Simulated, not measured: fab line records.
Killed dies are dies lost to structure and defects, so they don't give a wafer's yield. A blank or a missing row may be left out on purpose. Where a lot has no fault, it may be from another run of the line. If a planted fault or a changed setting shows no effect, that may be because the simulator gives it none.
The same fault as seen by 2 desks | flow nand_harc | only its own numbers are on each desk; what lay behind them is given at the end

## THE METROLOGY DESK
Lot by lot, what the gauges showed, no matter which tool ran the lot: averages of those sampled wafers that carry a number. Marked OUT: a lot whose mean sits more than 4 standard deviations from the usual mean, which makes it out of limits; the brackets give that distance.
Columns: A = thk_nm at NHARC_A_ONON_D1_THK_MEAS_05, usual 997 nm; B = thk_nm at NHARC_A_ONON_D1_THK_MEAS_11, usual 1000 nm; C = thk_nm at NHARC_A_ONON_D1_THK_MEAS_24, usual 1000 nm
lot  | first seen here | A    | B    | C
L705 | day 8 02:31     | 991  | 990  | 989
L706 | day 8 02:31     | 1009 | 993  | 1002
L707 | day 8 13:37     | 995  | 1002 | 1013
L708 | day 8 22:10     | 990  | 979  | 998
L710 | day 10 07:13    | 993  | 999  | 990
L714 | day 11 16:14    | 983  | 997  | 1001
L716 | day 12 07:59    | 1009 | 1008 | 996
L717 | day 12 13:59    | 999  | 997  | 691 (-37) OUT
L720 | day 14 06:21    | 1006 | 996  | 690 (-37) OUT
L722 | day 14 20:37    | 1008 | 994  | 992
L725 | day 16 02:48    | 1016 | 1008 | 1005
L726 | day 16 10:23    | 999  | 995  | 997
L727 | day 16 22:55    | 1001 | 1027 | 1012
L728 | day 17 08:02    | 998  | 1015 | 994
Finding of this desk: L717, L720 out of limits; the first was L717 at day 13 00:38, on thk_nm at NHARC_A_ONON_D1_THK_MEAS_24. In limits: L705, L706, L707, L708, L710, L714, L716, L722, L725, L726, L727, L728.

## THE DEFECT DESK
For each lot, the counts of the inspections along the route, averaged over the sampled wafers that have a number. Marked OUT: a lot whose mean sits more than 4 standard deviations from the usual mean, which makes it out of limits; the brackets give that distance.
Columns: A = raw_defect_count at NHARC_A_START_INSPECT_01, usual 3.4
lot  | first seen here | A
L705 | day 7 02:44     | 4.3
L706 | day 7 05:20     | 5.7
L707 | day 7 13:32     | 4.3
L708 | day 7 21:32     | 3.7
L710 | day 9 03:41     | 3.3
L714 | day 10 15:10    | 3.3
L716 | day 11 08:17    | 3.0
L717 | day 11 14:16    | 2.0
L720 | day 13 06:46    | 5.3
L722 | day 13 18:35    | 4.7
L725 | day 14 23:58    | 3.7
L726 | day 15 08:47    | 2.7
L727 | day 15 19:11    | 4.0
L728 | day 16 09:14    | 4.3
Result from this desk: across the 14 lots, nothing is out of limits.

## PUT TOGETHER
An alarm was possible from the metrology desk at day 13 00:38, on L717, L720.
Nothing out of limits was seen by the defect desk.
The defect desk has L717, L720 on record, within its limits.
Of the lots named, all ran NHARC_A_ONON_D1_DEP_22 on pecvd_onon-03.

## WHAT HAD BEEN PUT IN BY THE SIMULATOR
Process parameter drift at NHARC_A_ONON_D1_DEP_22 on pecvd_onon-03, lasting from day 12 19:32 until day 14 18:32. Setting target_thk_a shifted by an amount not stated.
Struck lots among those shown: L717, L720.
Hours from the fault's start to each desk's first reading out of limits: the metrology desk, 5.
